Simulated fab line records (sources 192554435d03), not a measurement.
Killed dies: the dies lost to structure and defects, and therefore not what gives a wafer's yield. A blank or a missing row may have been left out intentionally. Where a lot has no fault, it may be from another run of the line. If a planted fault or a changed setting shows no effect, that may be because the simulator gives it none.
Problem report, 8D (eight disciplines) form, completed by code	flow n5 finfet	the parts of the form that need people (team, actions taken, sign-off) are left out

1. PROBLEM STATEMENT
Wafers without a fault read 1499.8 rpm, standard deviation 0.87; spin speed rpm at N5_HKMG_FIN_COAT_06 reads a mean of 1191.1 rpm on 6 wafers belonging to 2 lots. That is -99 or more standard deviations from the usual mean.
The step: resist thk 90 nm.
Seen first at day 4 16:26 on litho track-05, wafer L521.1. The record holds 18 wafers of 6 lots with a number at this step. By rule, "out" or "out of limits" means more than 4 standard deviations away from the usual mean. Any other wafer with a number is counted as sound.

2. WHAT IT IS AND WHAT IT IS NOT
question	is	is not
which readings at this step	spin speed rpm	-
which lots	L521, L525	L522, L533, L540, L542
which wafers of those lots	all that have a number	-
read on which tools	litho track-05	litho track-02
when	from day 4 16:26	up to then (0 sound wafers); but 12 sound wafers of L522, L533, L540, L542 came after

3. THE SUSPECTS, EACH WITH WHAT RULES IT OUT
Counting: a tool stays on the suspect list if, at a process step up to the reading, it processed all lots that are out and no sound lot following the first of them.
- thermal cvd si-01 at N5_HKMG_FIN_CVD_62 (deposits a-Si from Si2H6, target thk 3 nm, time 20.8 s): ruled out as a lasting fault. Following L521 (day 4 15:14), the first lot on it that is out, the sound lots L533 were run on it.
- litho track-05 at N5_HKMG_FIN_COAT_06 (resist thk 90 nm): ruled out as a lasting fault. Following L521 (day 4 16:26), the first lot on it that is out, the sound lots L540 were run on it.
Left after counting: nothing in the record.

4. THE CAUSE (what the simulator had put in)
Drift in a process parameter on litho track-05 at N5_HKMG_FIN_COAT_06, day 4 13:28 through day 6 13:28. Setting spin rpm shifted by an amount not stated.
Counting ruled it out, wrongly.

5. SEQUENCE OF EFFECTS, ordered by route
Each row: a reading where the mean over the struck wafers with a number is more than 3 standard deviations away from the usual. Readings are gone through only where the record gives a usual standard deviation; hours: the median, over the lots, of the time from a lot's start at the first step in this table giving one to that lot's start at this step; sigmas: the change measured in usual standard deviations.
hours	step	reading	usual	on struck wafers	change	sigmas
0	N5_HKMG_FIN_COAT_06	spin speed rpm	1499.8 rpm	1191.1	-308.7	-99 or more
Process steps it contains:
- N5_HKMG_FIN_COAT_06: resist thk 90 nm.
Later measuring or inspecting steps at which every struck wafer that the step has a row for has a number for every such reading, and none has moved that far: N5_HKMG_FIN_CD_MEAS_12, N5_HKMG_FIN_OVL_MEAS_13, N5_HKMG_FIN_INSPECT_14.

6. WHAT WOULD HAVE CAUGHT IT SOONER
First out-of-limits reading in this record: day 4 16:26, which is 3 hours after fault onset at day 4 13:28.
